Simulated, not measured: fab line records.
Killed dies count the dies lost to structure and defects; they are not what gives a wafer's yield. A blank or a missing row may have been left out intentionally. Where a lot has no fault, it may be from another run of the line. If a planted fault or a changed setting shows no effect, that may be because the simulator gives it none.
Which tool was responsible? -- flow n5 finfet -- 9 lots, 27 wafers sampled, at 2 steps of a route of 1938

## WHAT THE GAUGES READ, wafer by wafer
N5_BEOL_M5_OVL_MEAS_12.
lot,measured,on,M5_OVL (nm)
L407,day 8 04:49,overlay-02,-0.7 0.1 0.3
L406,day 8 07:58,overlay-02,0.5 0.6 0.3
L408,day 8 13:40,overlay-02,0.4 -0.2 -0.3
L410,day 9 01:34,overlay-01,11.2 10.9 10.6
L413,day 9 19:52,overlay-02,-1.1 0.4 0.8
L414,day 10 04:35,overlay-02,12.0 12.1 11.7
L417,day 11 02:37,overlay-01,-0.3 -2.2 -0.5
L421,day 12 02:20,overlay-02,-0.5 0.2 0.0
L427,day 13 12:50,overlay-02,-0.2 1.1 0.0

## WHICH TOOL RAN EACH LOT (tool, then ch and the chambers of the sampled wafers, then the start)
lot,N5_BEOL_M5_EXPOSE_08
L407,"euv scanner-01 ch 0, day 8 04:39"
L406,"euv scanner-02 ch 0, day 8 07:48"
L408,"euv scanner-02 ch 0, day 8 13:31"
L410,"euv scanner-02 ch 0, day 9 01:24"
L413,"euv scanner-01 ch 0, day 9 19:42"
L414,"euv scanner-02 ch 0, day 10 04:26"
L417,"euv scanner-01 ch 0, day 11 02:28"
L421,"euv scanner-01 ch 0, day 12 02:10"
L427,"euv scanner-01 ch 0, day 13 12:41"
- N5_BEOL_M5_EXPOSE_08: exposes mask M5, target cd 28 nm.

## THE ANSWER, worked out from the rows above alone
Rule: what is usual is taken from the lots themselves. The widest of any qualifying gaps counts: lots, ordered by their means at a reading, are off when they make up no more than a third of the lots, leave a main group of 4 or more, and stand apart from it by 3 or more times the standard deviation of that group's means. The tables above print the reading to a certain number of digits; a main group whose means all agree to those digits is not used. Also off: a lot with no number at a reading for which 4 or more lots have one. The other lots that the step has rows for count as sound.
Off: L410, L414, seen at N5_BEOL_M5_OVL_MEAS_12 (M5_OVL). For the main group the mean is -0.1 nm and the standard deviation 0.43.
If a tool, at a process step before that reading, ran all the lots that are off and no sound lot after the first of them, it fits. The gauges at N5_BEOL_M5_OVL_MEAS_12 are tried like those tools. One fits: N5_BEOL_M5_EXPOSE_08 on euv scanner-02. Its last sound lot is L408 (day 8 13:31), its first lot that is off L410 (day 9 01:24): a fault that began between those two fits.

## WHAT WAS PUT IN BY THE SIMULATOR
Scanner matching overlay: euv scanner-02, from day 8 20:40 on, at N5_BEOL_M5_EXPOSE_08. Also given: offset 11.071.
Shown lots that were struck: L410, L414. The same result came from the rule above.
